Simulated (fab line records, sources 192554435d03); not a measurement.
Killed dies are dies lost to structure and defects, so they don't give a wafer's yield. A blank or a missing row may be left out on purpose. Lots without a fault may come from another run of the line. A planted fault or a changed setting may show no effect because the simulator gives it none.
fab line records | flow n5_finfet
record lots=24 wafers=72 last_day=18
route steps=1938 shown BEOL_M0_SAQP@650 BEOL_M0@742
lots that met no fault: from a run of the same line without faults
start_h: hours from the record's first day to the start of the lot's first wafer shown | wait_h: hours since the lot's step before | " the same as in the row above | L1.1+2: a row that stands for several wafers | - no value, or no start given | * or withheld: withheld | < > ~ a bound
route shown NAME@n: a module of which the file shows steps, and the number in the route of the first | usual: mean/standard deviation of fault-free wafers | same: alike in all rows | chamber/n: place in a boat | sites: the reading at each site | _std_site: their standard deviation | _edge_site: outer sites' mean less inner sites' | radius_mm: how far each site lies from the wafer's centre | mask NAME#n: copy n | behind: the tool/chamber that last shaped the wafer | hold: why the lot was held/for how many hours/how that ended | device: the transistor (n, p or np) that didn't switch | end of line: the same wafers' tests at the end of the route | a step without rows: its recipe alone | killed: dies lost to structure and defects at the first sort, not the wafer's yield | map: a wafer's dies, x killed, . not, _ none there
set.NAME: the setting as run; set.NAME@STEP: as run at that earlier step | model.NAME: the simulator's own value behind a step, which no gauge read
steps of the route over a sample of lots; a table a step, a row a wafer
services: from which hour (start_h, from the record's first day; less than 0 if before it) a tool's chamber was out of use, for how many hours, and why
## steps
# step N5_BEOL_M0_SAQP_OVL_MEAS_15
# recipe points_per_wafer=44
# usual M0_CORE_OVL=0.1/0.95
# columns lot.wafer tool chamber start_h wait_h M0_CORE_OVL[nm]
L074.3 overlay-02 0 107.93 0.0 1.1
L074.4 " 0 " " 0.1
L074.6 " 0 " " 0.4
L075.1 overlay-01 0 121.34 0.0 -0.5
L075.2 " 0 " " -1.6
L075.4 " 0 " " -0.9
L076.2 overlay-02 0 122.67 0.0 0.8
L076.3 " 0 " " 1.6
L076.4 " 0 " " 1.1
L077.2 overlay-01 0 126.10 0.0 1.0
L077.5 " 0 " " 0.4
L077.6 " 0 " " -0.3
L078.1 overlay-02 0 132.92 0.0 0.2
L078.4 " 0 " " -0.3
L078.5 " 0 " " -1.0
L079.3 overlay-01 0 134.91 0.0 -0.4
L079.4 " 0 " " 1.6
L079.6 " 0 " " 0.8
L080.1 overlay-02 0 141.14 0.0 1.3
L080.3 " 0 " " 0.6
L080.4 " 0 " " 0.0
L081.2 overlay-01 0 149.65 0.0 2.1
L081.3 " 0 " " -0.2
L081.5 " 0 " " 0.5
L082.3 overlay-01 0 155.73 0.0 0.5
L082.4 " 0 " " -0.5
L082.6 " 0 " " -0.4
L083.4 overlay-01 0 161.06 0.0 0.1
L083.5 " 0 " " -0.7
L083.6 " 0 " " -0.2
L084.2 overlay-01 0 172.66 0.0 0.6
L084.4 " 0 " " 0.7
L084.6 " 0 " " 0.6
L085.1 overlay-02 0 174.63 0.0 -0.8
L085.2 " 0 " " -0.1
L085.6 " 0 " " -0.2
L086.2 overlay-02 0 180.81 0.0 0.1
L086.5 " 0 " " -0.7
L086.6 " 0 " " -0.4
L087.2 overlay-01 0 191.64 0.0 0.1
L087.3 " 0 " " 1.1
L087.6 " 0 " " 0.2
L088.1 overlay-02 0 192.07 0.0 -1.5
L088.2 " 0 " " -0.8
L088.3 " 0 " " -2.0
L089.2 overlay-02 0 199.51 0.0 0.7
L089.4 " 0 " " 1.7
L089.6 " 0 " " 1.4
L090.1 overlay-02 0 203.55 0.0 -0.4
L090.3 " 0 " " -0.2
L090.5 " 0 " " -1.3
L091.1 overlay-02 0 215.18 0.0 0.6
L091.2 " 0 " " 0.0
L091.4 " 0 " " -1.1
L092.1 overlay-01 0 215.75 0.0 0.2
L092.3 " 0 " " 0.7
L092.4 " 0 " " 2.0
L093.1 overlay-02 0 229.51 0.0 0.1
L093.5 " 0 " " 0.1
L093.6 " 0 " " -0.6
L094.2 overlay-01 0 233.41 0.0 1.1
L094.3 " 0 " " 0.4
L094.5 " 0 " " 0.1
L095.1 overlay-02 0 233.57 0.0 -2.0
L095.2 " 0 " " -1.2
L095.4 " 0 " " 0.3
L096.4 overlay-02 0 245.94 0.0 -1.0
L096.5 " 0 " " -0.7
L096.6 " 0 " " -0.4
L097.2 overlay-01 0 247.18 0.0 -0.3
L097.4 " 0 " " 2.2
L097.5 " 0 " " -0.9
# step N5_BEOL_M0_SAQP_ETCH_102
# recipe chemistry=CF4 target=SiO2 target_depth_a=40 ion_energy_ev=350 time_s=4.4 pressure_mtorr=10 icp_w=800 bias_w=400 cf4_flow_sccm=80
# usual drypump_motor_current_A=5.7/0.32 oes_product_au=0.99/0.032 throttle_valve_pct=21.92/0.21
# columns lot.wafer tool chamber start_h wait_h drypump_motor_current_A oes_product_au rf_hours_counter_h throttle_valve_pct
L074.3 rie_si-02 3 110.27 0.1 5.9 1.02 152 22.20
L074.4 " 1 " " 6.0 0.94 9 22.08
L074.6 " 0 " " 5.9 1.00 - 22.04
L075.1 rie_si-05 2 123.74 0.1 5.3 0.98 86 21.88
L075.2 " 1 " " 4.9 1.03 76 21.66
L075.4 " 3 " " 5.7 1.00 101 21.86
L076.2 rie_si-02 0 124.78 0.1 5.9 1.01 148 22.04
L076.3 " 3 " " 5.9 1.02 153 22.19
L076.4 " 2 " " 5.5 0.95 153 21.96
L077.2 rie_si-04 1 127.91 0.1 5.7 1.02 182 21.63
L077.5 " 0 " " 6.4 0.95 - 21.78
L077.6 " 3 " " 5.4 1.02 - 22.07
L078.1 rie_si-02 3 134.88 0.1 5.9 1.01 153 22.20
L078.4 " 1 " " 6.0 0.95 9 22.11
L078.5 " 2 " " 5.5 0.96 - 21.96
L079.3 rie_si-04 3 136.82 0.1 5.4 1.02 112 22.07
L079.4 " 1 " " 5.7 1.01 182 21.63
L079.6 " 3 " " 5.4 1.02 - 22.08
L080.1 rie_si-05 0 143.34 0.1 5.6 1.03 5 21.53
L080.3 " 3 " " 5.7 0.99 101 21.84
L080.4 " 2 " " 5.3 0.99 87 21.88
L081.2 rie_si-02 0 151.55 0.1 5.9 1.01 149 22.05
L081.3 " 3 " " 5.8 1.01 153 22.20
L081.5 " 3 " " 5.9 1.00 - 22.18
L082.3 rie_si-02 2 157.75 0.1 5.5 0.97 154 21.95
L082.4 " 3 " " 5.9 1.01 153 22.19
L082.6 " 0 " " 5.9 1.00 - 22.04
L083.4 rie_si-02 2 163.11 0.0 5.5 0.96 154 21.96
L083.5 " 0 " " 5.9 1.00 - 22.04
L083.6 " 1 " " 6.0 0.94 - 22.11
L084.2 rie_si-04 0 174.62 0.1 6.4 0.95 150 21.77
L084.4 " 2 " " 5.5 1.04 38 21.61
L084.6 " 2 " " 5.5 1.03 - 21.62
L085.1 rie_si-02 0 176.51 0.1 5.9 1.00 149 22.04
L085.2 " 1 " " 6.0 0.94 10 22.11
L085.6 " 0 " " 5.9 1.00 - 22.04
L086.2 rie_si-02 0 183.19 0.1 5.9 1.00 149 22.03
L086.5 " 3 " " 5.9 1.01 - 22.18
L086.6 " 2 " " 5.5 0.94 - 21.96
L087.2 rie_si-05 3 193.74 0.1 5.6 0.98 102 21.84
L087.3 " 1 " " 4.9 1.04 77 21.66
L087.6 " 3 " " 5.7 0.99 - 21.85
L088.1 rie_si-04 2 193.97 0.1 5.6 1.02 39 21.63
L088.2 " 3 " " 5.4 1.01 113 22.08
L088.3 " 0 " " 6.4 0.95 150 21.78
L089.2 rie_si-04 3 201.28 0.1 5.4 1.03 113 22.06
L089.4 " 1 " " 5.7 1.01 183 21.65
L089.6 " 3 " " 5.4 1.03 - 22.06
L090.1 rie_si-02 2 206.46 0.1 5.5 0.96 154 21.96
L090.3 " 1 " " 6.0 0.94 11 22.10
L090.5 " 2 " " 5.5 0.97 - 21.96
L091.1 rie_si-02 3 216.98 0.1 5.8 1.02 154 22.21
L091.2 " 1 " " 6.0 0.94 11 22.10
L091.4 " 0 " " 5.9 1.02 150 22.04
L092.1 rie_si-04 3 217.58 0.1 5.4 1.03 114 22.09
L092.3 " 0 " " 6.4 0.96 150 21.79
L092.4 " 1 " " 5.7 1.00 183 21.63
L093.1 rie_si-05 1 231.39 0.1 4.9 1.04 78 21.66
L093.5 " 2 " " 5.3 0.98 - 21.88
L093.6 " 3 " " 5.7 0.99 - 21.86
L094.2 rie_si-02 3 236.60 0.1 5.8 1.03 155 22.19
L094.3 " 1 " " 6.0 0.95 11 22.13
L094.5 " 3 " " 5.9 1.02 - 22.19
L095.1 rie_si-05 2 237.05 0.1 5.3 0.99 88 21.90
L095.2 " 1 " " 4.9 1.05 78 21.66
L095.4 " 0 " " 5.6 1.02 6 21.50
L096.4 rie_si-05 1 247.71 0.1 4.9 1.04 78 21.68
L096.5 " 1 " " 4.9 1.04 - 21.67
L096.6 " 0 " " 5.6 1.02 - 21.50
L097.2 rie_si-02 2 250.45 0.1 5.5 0.97 155 21.97
L097.4 " 3 " " 5.8 1.02 155 22.20
L097.5 " 0 " " 5.9 1.02 - 22.04
# step N5_BEOL_M0_SAQP_ETCH_49
# recipe chemistry=CF4/O2 target_depth_a=370 target=SiO2 pressure_mtorr=40 source_w=535 bias_w=49 Ar_flow_sccm=100 cf4_flow_sccm=100 O2_flow_sccm=10 ion_energy_ev=100
# usual drypump_motor_current_A=6.0/0.42 oes_product_au=0.78/0.094 rf_vpp_V=242/8.4 showerhead_plenum_p_Torr=2.19/0.059 throttle_valve_pct=15.87/0.24
# columns lot.wafer tool chamber start_h wait_h drypump_motor_current_A oes_product_au rf_hours_counter_h rf_vpp_V showerhead_plenum_p_Torr throttle_valve_pct
L074.3 rie_diel-01 0 113.20 0.3 6.2 0.70 240 237 2.26 16.01
L074.4 " 3 " " 5.9 0.72 181 242 2.21 15.97
L074.6 " 2 " " 6.0 0.73 - 245 2.28 15.97
L075.1 rie_diel-03 0 126.65 0.3 5.2 0.81 92 244 2.22 15.72
L075.2 " 1 " " 5.8 0.70 245 250 2.16 16.00
L075.4 " 3 " " 6.4 0.72 191 223 2.28 15.94
L076.2 rie_diel-02 2 127.76 0.3 5.7 0.68 226 245 2.10 16.30
L076.3 " 3 " " 5.8 0.76 167 257 2.12 15.68
L076.4 " 1 " " 5.7 0.76 141 234 2.13 16.23
L077.2 rie_diel-02 0 131.14 0.3 6.7 0.90 36 235 2.25 15.46
L077.5 " 3 " " 5.8 0.75 - 257 2.12 15.70
L077.6 " 0 " " 6.7 0.91 - 237 2.25 15.47
L078.1 rie_diel-03 2 137.83 0.3 6.6 0.72 202 247 2.18 15.86
L078.4 " 3 " " 6.5 0.72 195 224 2.28 15.95
L078.5 " 1 " " 5.8 0.68 - 250 2.16 16.00
L079.3 rie_diel-03 3 140.19 0.3 6.4 0.71 196 224 2.28 15.94
L079.4 " 2 " " 6.6 0.72 202 247 2.17 15.84
L079.6 " 2 " " 6.6 0.73 - 245 2.17 15.85
L080.1 rie_diel-01 3 146.82 0.3 5.9 0.71 191 243 2.20 15.99
L080.3 " 2 " " 6.0 0.72 152 247 2.28 16.00
L080.4 " 1 " " 6.1 0.93 - 241 2.17 15.87
L081.2 rie_diel-01 3 154.63 0.3 5.9 0.71 194 242 2.20 16.00
L081.3 " 2 " " 6.0 0.71 155 247 2.28 16.01
L081.5 " 2 " " 6.0 0.71 - 246 2.28 16.00
L082.3 rie_diel-03 2 161.66 0.3 6.6 0.72 211 247 2.17 15.87
L082.4 " 0 " " 5.2 0.80 - 246 2.22 15.74
L082.6 " 1 " " 5.8 1.02 - 248 2.16 15.51
L083.4 rie_diel-01 1 166.25 0.3 6.0 0.91 26 241 2.17 15.87
L083.5 " 3 " " 5.9 0.71 - 242 2.20 16.00
L083.6 " 2 " " 6.0 0.71 - 247 2.28 16.01
L084.2 rie_diel-02 2 177.92 0.3 5.7 0.66 242 245 2.10 16.34
L084.4 " 1 " " 5.7 0.74 158 234 2.12 16.27
L084.6 " 0 " " 6.7 0.88 - 237 2.25 15.47
L085.1 rie_diel-02 1 179.89 0.3 5.7 0.74 159 232 2.12 16.27
L085.2 " 3 " " 5.9 0.75 180 257 2.11 15.72
L085.6 " 3 " " 5.9 0.74 - 258 2.11 15.72
L086.2 rie_diel-02 1 186.34 0.3 5.7 0.74 161 234 2.12 16.26
L086.5 " 0 " " 6.7 0.88 - 235 2.25 15.49
L086.6 " 1 " " 5.7 0.74 - 235 2.12 16.25
L087.2 rie_diel-03 3 196.60 0.3 6.4 0.70 210 223 2.27 15.97
L087.3 " 0 " " 5.2 0.79 115 245 2.21 15.76
L087.6 " 3 " " 6.4 0.70 - 224 2.27 15.97
L088.1 rie_diel-03 2 196.86 0.3 6.5 0.71 223 246 2.17 15.89
L088.2 " 1 " " 5.8 0.97 11 249 2.15 15.55
L088.3 " 3 " " 6.4 0.70 210 223 2.27 15.96
L089.2 rie_diel-02 3 205.40 0.3 5.8 0.73 189 254 2.11 15.74
L089.4 " 3 " " 5.8 0.73 - 258 2.11 15.74
L089.6 " 1 " " 5.7 0.72 - 234 2.12 16.28
L090.1 rie_diel-02 0 209.37 0.3 6.6 0.87 61 236 2.25 15.49
L090.3 " 1 " " 5.7 0.73 168 234 2.12 16.29
L090.5 " 1 " " 5.7 0.73 - 235 2.12 16.30
L091.1 rie_diel-03 3 220.45 0.4 6.4 0.70 217 225 2.27 15.99
L091.2 " 0 " " 5.2 0.79 122 245 2.21 15.77
L091.4 " 2 " " 6.6 0.71 230 246 2.16 15.92
L092.1 rie_diel-02 1 221.00 0.3 5.7 0.72 171 234 2.12 16.28
L092.3 " 0 " " 6.7 0.87 65 236 2.24 15.51
L092.4 " 3 " " 5.8 0.73 194 258 2.11 15.75
L093.1 rie_diel-03 0 234.37 0.3 5.2 0.78 126 245 2.21 15.78
L093.5 " 3 " " 6.4 0.69 - 223 2.27 16.00
L093.6 " 0 " " 5.2 0.78 - 245 2.21 15.79
L094.2 rie_diel-03 3 241.27 0.3 6.4 0.70 221 223 2.27 16.00
L094.3 " 2 " " 6.6 0.70 235 248 2.16 15.92
L094.5 " 3 " " 6.4 0.69 - 225 2.27 16.00
L095.1 rie_diel-03 3 241.53 0.3 6.4 0.69 221 224 2.27 15.99
L095.2 " 2 " " 6.6 0.71 235 247 2.16 15.91
L095.4 " 1 " " 5.8 0.93 25 249 2.15 15.56
L096.4 rie_diel-01 1 252.07 0.3 6.1 0.87 47 241 2.16 15.91
L096.5 " 3 " " 5.9 0.69 - 242 2.19 16.05
L096.6 " 2 " " 6.0 0.70 - 245 2.27 16.04
L097.2 rie_diel-01 2 254.00 0.3 6.1 0.70 183 247 2.27 16.05
L097.4 " 0 " " 6.2 0.91 27 238 2.25 15.57
L097.5 " 0 " " 6.2 0.91 - 238 2.25 15.58
# step N5_BEOL_M0_ANNEAL_119
# recipe temp_c=225 time_s=90 ambient=N2
# usual wafer_temp_C_max=226.09/0.26
# columns lot.wafer tool chamber start_h wait_h wafer_temp_C_max
L074.3 rtp_anneal-02 0 122.08 0.3 226.08
L074.4 " 0 " " 226.45
L074.6 " 0 " " 225.95
L075.1 rtp_anneal-01 0 132.95 0.1 226.40
L075.2 " 0 " " 226.34
L075.4 " 0 " " 226.05
L076.2 rtp_anneal-01 0 133.27 0.2 225.67
L076.3 " 0 " " 226.24
L076.4 " 0 " " 225.94
L077.2 rtp_anneal-01 0 135.35 0.4 226.16
L077.5 " 0 " " 225.83
L077.6 " 0 " " 225.99
L078.1 rtp_anneal-02 0 142.13 0.1 226.25
L078.4 " 0 " " 225.92
L078.5 " 0 " " 225.86
L079.3 rtp_anneal-02 0 144.65 0.1 226.50
L079.4 " 0 " " 226.25
L079.6 " 0 " " 226.07
L080.1 rtp_anneal-01 0 153.50 0.1 225.87
L080.3 " 0 " " 226.01
L080.4 " 0 " " 225.75
L081.2 rtp_anneal-01 0 161.10 0.2 226.24
L081.3 " 0 " " 226.43
L081.5 " 0 " " 226.09
L082.3 rtp_anneal-01 0 168.28 0.1 226.18
L082.4 " 0 " " 226.25
L082.6 " 0 " " 226.36
L083.4 rtp_anneal-02 0 171.91 0.2 225.90
L083.5 " 0 " " 225.71
L083.6 " 0 " " 225.81
L084.2 rtp_anneal-02 0 181.98 0.1 225.93
L084.4 " 0 " " 225.99
L084.6 " 0 " " 226.55
L085.1 rtp_anneal-02 0 185.86 0.1 226.00
L085.2 " 0 " " 226.27
L085.6 " 0 " " 226.14
L086.2 rtp_anneal-02 0 193.42 0.4 225.85
L086.5 " 0 " " 225.88
L086.6 " 0 " " 225.86
L088.1 rtp_anneal-02 0 202.38 0.1 225.69
L088.2 " 0 " " 225.66
L088.3 " 0 " " 226.19
L087.2 rtp_anneal-01 0 202.38 0.1 226.19
L087.3 " 0 " " 226.64
L087.6 " 0 " " 225.91
L089.2 rtp_anneal-01 0 217.76 1.0 225.93
L089.4 " 0 " " 226.45
L089.6 " 0 " " 225.94
L090.1 rtp_anneal-02 0 217.82 0.8 225.45
L090.3 " 0 " " 225.56
L090.5 " 0 " " 225.56
L091.1 rtp_anneal-02 0 226.42 0.1 226.10
L091.2 " 0 " " 226.34
L091.4 " 0 " " 225.97
L092.1 rtp_anneal-02 0 226.79 0.1 226.26
L092.3 " 0 " " 225.93
L092.4 " 0 " " 225.65
L093.1 rtp_anneal-01 0 238.61 0.1 226.02
L093.5 " 0 " " 225.96
L093.6 " 0 " " 226.10
L094.2 rtp_anneal-02 0 250.57 0.1 225.92
L094.3 " 0 " " 226.10
L094.5 " 0 " " 225.96
L095.1 rtp_anneal-02 0 250.91 0.1 226.22
L095.2 " 0 " " 225.99
L095.4 " 0 " " 226.13
L096.4 rtp_anneal-01 0 259.79 0.2 226.32
L096.5 " 0 " " 226.43
L096.6 " 0 " " 226.64
L097.2 rtp_anneal-01 0 259.97 0.2 226.23
L097.4 " 0 " " 226.35
L097.5 " 0 " " 226.40
# step N5_BEOL_M0_PRE_CLEAN_131
# recipe gas=NH3/H2 time_s=15 temp_c=* rf_power_w=300
# usual heater_power_w=92/20
# columns lot.wafer tool chamber start_h wait_h heater_power_w
L074.3 cvd_co-01 0 122.62 0.0 106
L074.4 " 1 " " 68
L074.6 " 0 " " 100
L075.1 cvd_co-02 2 133.78 0.2 88
L075.2 " 0 " " 117
L075.4 " 0 " " 119
L076.2 cvd_co-02 2 133.95 0.1 84
L076.3 " 0 " " 114
L076.4 " 2 " " 85
L077.2 cvd_co-02 0 135.95 0.0 114
L077.5 " 0 " " 113
L077.6 " 2 " " 85
L078.1 cvd_co-02 2 142.76 0.0 88
L078.4 " 0 " " 116
L078.5 " 1 " " 59
L079.3 cvd_co-01 2 145.19 0.0 105
L079.4 " 2 " " 104
L079.6 " 0 " " 104
L080.1 cvd_co-01 2 154.13 0.0 106
L080.3 " 1 " " 69
L080.4 " 1 " " 70
L081.2 cvd_co-01 1 161.69 0.0 69
L081.3 " 2 " " 104
L081.5 " 1 " " 70
L082.3 cvd_co-01 1 168.81 0.0 69
L082.4 " 1 " " 70
L082.6 " 2 " " 103
L083.4 cvd_co-02 1 172.45 0.1 57
L083.5 " 2 " " 87
L083.6 " 0 " " 115
L084.2 cvd_co-02 1 182.56 0.0 58
L084.4 " 0 " " 116
L084.6 " 1 " " 58
L085.1 cvd_co-02 1 186.62 0.2 59
L085.2 " 2 " " 88
L085.6 " 0 " " 117
L086.2 cvd_co-02 0 194.00 0.0 118
L086.5 " 1 " " 59
L086.6 " 0 " " 117
L087.2 cvd_co-01 0 202.97 0.0 104
L087.3 " 1 " " 71
L087.6 " 2 " " 107
L088.1 cvd_co-01 0 203.31 0.3 105
L088.2 " 2 " " 106
L088.3 " 1 " " 70
L089.2 cvd_co-02 1 218.36 0.0 58
L089.4 " 2 " " 87
L089.6 " 0 " " 114
L090.1 cvd_co-01 1 218.45 0.0 70
L090.3 " 0 " " 102
L090.5 " 2 " " 104
L091.1 cvd_co-01 0 227.05 0.0 106
L091.2 " 1 " " 69
L091.4 " 0 " " 105
L092.1 cvd_co-02 0 227.43 0.0 116
L092.3 " 2 " " 88
L092.4 " 0 " " 116
L093.1 cvd_co-01 2 239.24 0.0 107
L093.5 " 0 " " 105
L093.6 " 2 " " 106
L094.2 cvd_co-01 1 251.16 0.0 69
L094.3 " 2 " " 106
L094.5 " 0 " " 104
L095.1 cvd_co-02 1 251.54 0.0 60
L095.2 " 2 " " 89
L095.4 " 0 " " 118
L096.4 cvd_co-01 0 260.30 0.1 104
L096.5 " 1 " " 69
L096.6 " 2 " " 109
L097.2 cvd_co-02 2 260.55 0.0 91
L097.4 " 2 " " 87
L097.5 " 0 " " 117
# step N5_BEOL_M0_CO_CAP_123
# recipe material=Co target_thk_a=20 temp_c=200 precursor=CCTBA/H2 pressure_torr=30 time_s=102.1
# usual heater_power_w=244/25
# columns lot.wafer tool chamber start_h wait_h heater_power_w
L074.3 cvd_co-01 0 122.66 0.0 255
L074.4 " 1 " " 216
L074.6 " 0 " " 262
L075.1 cvd_co-02 2 133.84 0.0 239
L075.2 " 0 " " 274
L075.4 " 0 " " 269
L076.2 cvd_co-02 2 134.01 0.0 236
L076.3 " 0 " " 274
L076.4 " 2 " " 231
L077.2 cvd_co-02 0 136.01 0.0 274
L077.5 " 0 " " 269
L077.6 " 2 " " 236
L078.1 cvd_co-02 2 142.80 0.0 234
L078.4 " 0 " " 273
L078.5 " 1 " " 201
L079.3 cvd_co-01 2 145.23 0.0 267
L079.4 " 2 " " 264
L079.6 " 0 " " 266
L080.1 cvd_co-01 2 154.17 0.0 263
L080.3 " 1 " " 214
L080.4 " 1 " " 218
L081.2 cvd_co-01 1 161.73 0.0 216
L081.3 " 2 " " 262
L081.5 " 1 " " 218
L082.3 cvd_co-01 1 168.85 0.0 218
L082.4 " 1 " " 213
L082.6 " 2 " " 262
L083.4 cvd_co-02 1 172.50 0.0 205
L083.5 " 2 " " 239
L083.6 " 0 " " 266
L084.2 cvd_co-02 1 182.60 0.0 206
L084.4 " 0 " " 265
L084.6 " 1 " " 201
L085.1 cvd_co-02 1 186.66 0.0 201
L085.2 " 2 " " 236
L085.6 " 0 " " 270
L086.2 cvd_co-02 0 194.04 0.0 271
L086.5 " 1 " " 201
L086.6 " 0 " " 268
L087.2 cvd_co-01 0 203.01 0.0 264
L087.3 " 1 " " 220
L087.6 " 2 " " 263
L088.1 cvd_co-01 0 203.35 0.0 262
L088.2 " 2 " " 261
L088.3 " 1 " " 213
L089.2 cvd_co-02 1 218.40 0.0 201
L089.4 " 2 " " 242
L089.6 " 0 " " 274
L090.1 cvd_co-01 1 218.49 0.0 217
L090.3 " 0 " " 262
L090.5 " 2 " " 259
L091.1 cvd_co-01 0 227.09 0.0 252
L091.2 " 1 " " 213
L091.4 " 0 " " 264
L092.1 cvd_co-02 0 227.47 0.0 279
L092.3 " 2 " " 242
L092.4 " 0 " " 279
L093.1 cvd_co-01 2 239.28 0.0 261
L093.5 " 0 " " 265
L093.6 " 2 " " 265
L094.2 cvd_co-01 1 251.20 0.0 217
L094.3 " 2 " " 259
L094.5 " 0 " " 267
L095.1 cvd_co-02 1 251.58 0.0 203
L095.2 " 2 " " 236
L095.4 " 0 " " 282
L096.4 cvd_co-01 0 260.36 0.0 264
L096.5 " 1 " " 214
L096.6 " 2 " " 261
L097.2 cvd_co-02 2 260.59 0.0 238
L097.4 " 2 " " 238
L097.5 " 0 " " 288
## services
# columns tool chamber start_h hours kind
rie_si-05 2 90.35 12.3 repair
rie_si-05 0 95.30 2.4 repair
cvd_co-02 1 97.05 6.0 repair
cvd_co-02 - 105.73 0.4 repair
rie_si-02 0 114.51 2.6 repair
cvd_co-02 1 114.67 - clean
rie_diel-02 2 114.71 9.7 repair
cvd_co-02 - 130.46 0.2 repair
rtp_anneal-01 - 151.01 1.8 pm
rie_si-04 2 156.14 6.2 repair
rie_diel-02 3 159.82 13.2 repair
rie_si-05 2 164.19 6.8 repair
rie_si-04 0 178.88 4.3 repair
rie_diel-01 - 185.38 2.8 pm
cvd_co-02 - 200.41 6.9 pm
rie_si-05 - 202.99 2.8 pm
rie_diel-01 1 203.57 9.8 repair
cvd_co-01 - 207.31 2.8 pm
rie_si-04 - 215.83 0.4 repair
cvd_co-02 2 241.25 7.8 repair
rie_si-04 3 243.49 4.1 repair
rie_si-04 - 251.13 2.8 pm
rie_diel-01 3 254.41 9.7 repair
rie_diel-02 3 255.88 9.2 repair
## key
fault none
